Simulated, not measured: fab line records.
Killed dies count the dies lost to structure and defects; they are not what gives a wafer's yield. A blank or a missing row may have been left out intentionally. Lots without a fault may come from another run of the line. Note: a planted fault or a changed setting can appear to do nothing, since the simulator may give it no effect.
Which tool did it? -- flow nand_harc -- 14 lots with 40 wafers sampled at 4 steps, on a route of 1159 steps

WHAT THE GAUGES READ, wafer by wafer
Not one reading of a measure or inspect step in the record can be checked against a usual standard deviation.

WHICH TOOL RAN EACH LOT (tool, then ch and the chambers of the sampled wafers, then the start)
lot,NHARC_A_CONTACT_STRIP_55,NHARC_A_CONTACT_ETCH_76,NHARC_A_CONTACT_ETCH_77,NHARC_A_CONTACT_ETCH_126
L352,"rie_diel-12 ch 1,2, day 16 19:30 or earlier","rie_diel-11 ch 0,1,3, day 16 19:30","rie_diel-11 ch 0,2, day 16 20:52 or earlier","har_cap_etch-02 ch 0, day 16 20:52"
L350,"rie_diel-11 ch 0,1,2, day 16 23:14 or earlier","rie_diel-11 ch 0,2,3, day 16 23:14","rie_diel-11 ch 0,2,3, day 17 00:37 or earlier","har_cap_etch-01 ch 0,1, day 17 00:37"
L351,"rie_diel-13 ch 1,2,3, day 17 03:21 or earlier","rie_diel-11 ch 2,3, day 17 03:21","rie_diel-11 ch 0,3, day 17 04:37 or earlier","har_cap_etch-03 ch 0, day 17 04:37"
L353,"rie_diel-13 ch 1,3, day 17 08:04 or earlier","rie_diel-11 ch 2,3, day 17 08:04","rie_diel-11 ch 0,1,2, day 17 09:40 or earlier","har_cap_etch-01 ch 0,1, day 17 09:40"
L354,"rie_diel-11 ch 1,2, day 18 06:51 or earlier","rie_diel-11 ch 1,2, day 18 06:51","rie_diel-11 ch 0,1,2, day 18 08:08 or earlier","har_cap_etch-02 ch 0,1, day 18 08:08"
L355,"rie_diel-11 ch 0,1, day 18 19:07 or earlier","rie_diel-13 ch 0,3, day 18 19:07","rie_diel-13 ch 2,3, day 18 20:26 or earlier","har_cap_etch-02 ch 0,1, day 18 20:26"
L357,"rie_diel-11 ch 0,2, day 18 23:33 or earlier","rie_diel-12 ch 1,3, day 18 23:33","rie_diel-12 ch 2,3, day 19 00:58 or earlier","har_cap_etch-02 ch 0,1, day 19 00:58"
L358,"rie_diel-13 ch 0,3, day 19 01:25 or earlier","rie_diel-12 ch 2,3, day 19 01:25","rie_diel-12 ch 1,2,3, day 19 02:42 or earlier","har_cap_etch-01 ch 0,1, day 19 02:42"
L356,"rie_diel-11 ch 0,2,3, day 19 05:22 or earlier","rie_diel-13 ch 0,2,3, day 19 05:22","rie_diel-13 ch 0,1,3, day 19 06:49 or earlier","har_cap_etch-03 ch 0,1, day 19 06:49"
L360,"rie_diel-13 ch 0,1,2, day 19 12:48 or earlier","rie_diel-13 ch 0,3, day 19 12:48","rie_diel-13 ch 0,2,3, day 19 14:07 or earlier","har_cap_etch-03 ch 0,1, day 19 14:07"
L361,"rie_diel-12 ch 0,1,2, day 19 13:42 or earlier","rie_diel-11 ch 1,2,3, day 19 13:42","rie_diel-11 ch 0,1,2, day 19 14:59 or earlier","har_cap_etch-01 ch 0,1, day 19 14:59"
L364,"rie_diel-11 ch 0,2,3, day 20 16:04 or earlier","rie_diel-11 ch 0,2,3, day 20 16:04","rie_diel-11 ch 0,1,2, day 20 17:20 or earlier","har_cap_etch-01 ch 0,1, day 20 17:20"
L368,"rie_diel-12 ch 0,1, day 21 05:34 or earlier","rie_diel-11 ch 1,3, day 21 05:34","rie_diel-11 ch 0,2, day 21 07:01 or earlier","har_cap_etch-03 ch 0,1, day 21 07:01"
L369,"rie_diel-13 ch 0,2, day 21 05:53 or earlier","rie_diel-11 ch 1,2, day 21 05:53","rie_diel-11 ch 0,2, day 21 07:31 or earlier","har_cap_etch-01 ch 0,1, day 21 07:31"
- NHARC_A_CONTACT_STRIP_55: strips in O2.
- NHARC_A_CONTACT_ETCH_76: etches the open film in N2/H2, target depth 260 nm, time 475.3 s.
- NHARC_A_CONTACT_ETCH_77: etches the open film in CF4/CHF3, target depth 72.6 nm, time 36.3 s.
- NHARC_A_CONTACT_ETCH_126: etches the open film in C4F8/O2/Ar, time 155 s, target depth 956 nm.

AS READ BY THE TOOLS THEMSELVES (means over the sampled wafers that have a number; for cases with no such wafer, the mark the record gives instead)
NHARC_A_CONTACT_STRIP_55. Usual: drypump_motor_current_A 5.9 A, standard deviation 0.61; oes_product_au 1.000 a.u., standard deviation 0.017; rf_vpp_V 57.7 V, standard deviation 0.92; showerhead_plenum_p_Torr 3.54 Torr, standard deviation 0.16; throttle_valve_pct 17.037 %, standard deviation 0.0092.
lot,tool,drypump_motor_current_A (A),oes_product_au (a.u.),rf_vpp_V (V),showerhead_plenum_p_Torr (Torr),throttle_valve_pct (%),flag
L352,rie_diel-12,6.2,0.999,58.0,3.33,17.037,
L350,rie_diel-11,5.8,0.992,58.4,3.56,17.041,
L351,rie_diel-13,6.0,1.008,57.0,3.53,17.041,
L353,rie_diel-13,6.0,1.006,57.6,3.65,17.038,
L354,rie_diel-11,5.4,0.974,57.4,3.46,17.025,
L355,rie_diel-11,6.4,0.996,57.9,3.60,17.035,
L357,rie_diel-11,5.2,0.980,57.0,3.52,17.036,
L358,rie_diel-13,5.8,1.019,57.3,3.71,17.031,
L356,rie_diel-11,5.7,0.996,56.6,3.53,17.043,
L360,rie_diel-13,5.8,1.015,58.1,3.55,17.037,
L361,rie_diel-12,5.8,1.010,57.1,3.48,17.045,
L364,rie_diel-11,5.7,0.995,57.6,3.52,17.031,
L368,rie_diel-12,5.5,1.011,58.2,3.56,17.027,
L369,rie_diel-13,6.0,1.029,58.2,3.76,17.042,

NHARC_A_CONTACT_ETCH_76. Usual: drypump_motor_current_A 5.9 A, standard deviation 0.6; oes_product_au 0.999 a.u., standard deviation 0.017; rf_vpp_V 430.5 V, standard deviation 2.8; run_length_s 496.6 s, standard deviation 0.56; showerhead_plenum_p_Torr 2.04 Torr, standard deviation 0.1; throttle_valve_pct 14.171 %, standard deviation 0.0089.
lot,tool,drypump_motor_current_A (A),oes_product_au (a.u.),rf_vpp_V (V),run_length_s (s),showerhead_plenum_p_Torr (Torr),throttle_valve_pct (%),flag
L352,rie_diel-11,6.3,1.006,430.7,496.6,2.07,14.164,
L350,rie_diel-11,5.7,1.001,430.8,496.5,2.04,14.162,
L351,rie_diel-11,5.3,0.983,428.8,496.5,1.98,14.175,
L353,rie_diel-11,5.8,1.005,428.6,496.4,1.98,14.182,
L354,rie_diel-11,5.4,0.983,429.7,496.6,2.00,14.175,
L355,rie_diel-13,5.8,1.022,433.9,495.9,2.15,14.177,
L357,rie_diel-12,6.0,1.007,427.6,496.7,1.93,14.164,
L358,rie_diel-12,6.0,0.999,426.2,496.5,1.89,14.164,
L356,rie_diel-13,6.1,1.019,430.8,496.1,2.05,14.170,
L360,rie_diel-13,5.8,1.018,433.7,496.2,2.15,14.176,
L361,rie_diel-11,5.9,0.993,429.4,496.3,2.00,14.164,
L364,rie_diel-11,5.7,0.982,429.3,496.5,2.04,14.178,
L368,rie_diel-11,6.4,1.000,429.2,352.2,2.01,14.180,OFF
L369,rie_diel-11,5.7,0.987,430.5,424.2,2.00,14.175,OFF

NHARC_A_CONTACT_ETCH_77. Usual: drypump_motor_current_A 5.9 A, standard deviation 0.62; oes_product_au 0.939 a.u., standard deviation 0.024; rf_vpp_V 370.6 V, standard deviation 2.5; run_length_s 57.6 s, standard deviation 0.51; showerhead_plenum_p_Torr 1.57 Torr, standard deviation 0.071; throttle_valve_pct 16.803 %, standard deviation 0.0097.
lot,tool,drypump_motor_current_A (A),oes_product_au (a.u.),rf_vpp_V (V),run_length_s (s),showerhead_plenum_p_Torr (Torr),throttle_valve_pct (%),flag
L352,rie_diel-11,5.2,0.948,370.4,57.8,1.57,16.803,
L350,rie_diel-11,5.7,0.919,370.2,57.6,1.58,16.799,
L351,rie_diel-11,6.0,0.957,372.8,57.8,1.62,16.791,
L353,rie_diel-11,5.8,0.959,371.6,57.8,1.59,16.803,
L354,rie_diel-11,5.8,0.908,371.6,57.8,1.59,16.805,
L355,rie_diel-13,6.4,0.943,369.1,57.5,1.57,16.804,
L357,rie_diel-12,6.1,0.965,367.0,57.8,1.47,16.803,
L358,rie_diel-12,6.0,0.967,367.4,57.8,1.48,16.807,
L356,rie_diel-13,5.7,0.934,373.1,57.5,1.64,16.803,
L360,rie_diel-13,6.0,0.937,371.0,57.3,1.58,16.805,
L361,rie_diel-11,5.8,0.955,371.0,57.9,1.59,16.800,
L364,rie_diel-11,5.8,0.913,370.1,57.8,1.59,16.800,
L368,rie_diel-11,5.4,0.899,371.2,57.8,1.59,16.807,
L369,rie_diel-11,5.3,0.938,371.2,58.2,1.59,16.802,

THE ANSWER, worked out from the rows above alone
Rule: a lot is off if the mean of its wafers that have a number lies more than 3 standard deviations from the usual mean. A lot without any number at a reading at which 4 lots or more have one is off too. Any other lot the step has rows for is counted as sound. Order of review: gauges by route order, followed by the tools' own readings, for which a lot's mean as printed above is used. At the first step where some lot is off, the reading lying furthest off is the one used; lots without a number count as furthest.
Off at NHARC_A_CONTACT_ETCH_76 (run_length_s): L368, L369.
A tool fits if, at that step or a process step before it, it ran every lot that is off, and no sound lot after the first of them. With no start given for some of its lots, NHARC_A_CONTACT_STRIP_55 uses the hours and lot order of NHARC_A_CONTACT_ETCH_76. One candidate fits, namely rie_diel-11 at NHARC_A_CONTACT_ETCH_76. A fault onset in the window from L364 (day 20 16:04, its last sound lot) to L368 (day 21 05:34, its first lot off) fits.
The tool's own readings at NHARC_A_CONTACT_ETCH_76 bear it out: on the lots that are off they differ by more than 5 times the standard deviation of the sound lots' means. run_length_s reads 388.2 s there against 496.4 s on the sound lots.

WHAT THE SIMULATOR HAD PUT IN
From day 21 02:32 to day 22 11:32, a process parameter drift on rie_diel-11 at NHARC_A_CONTACT_ETCH_76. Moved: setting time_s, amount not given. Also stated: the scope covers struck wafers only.
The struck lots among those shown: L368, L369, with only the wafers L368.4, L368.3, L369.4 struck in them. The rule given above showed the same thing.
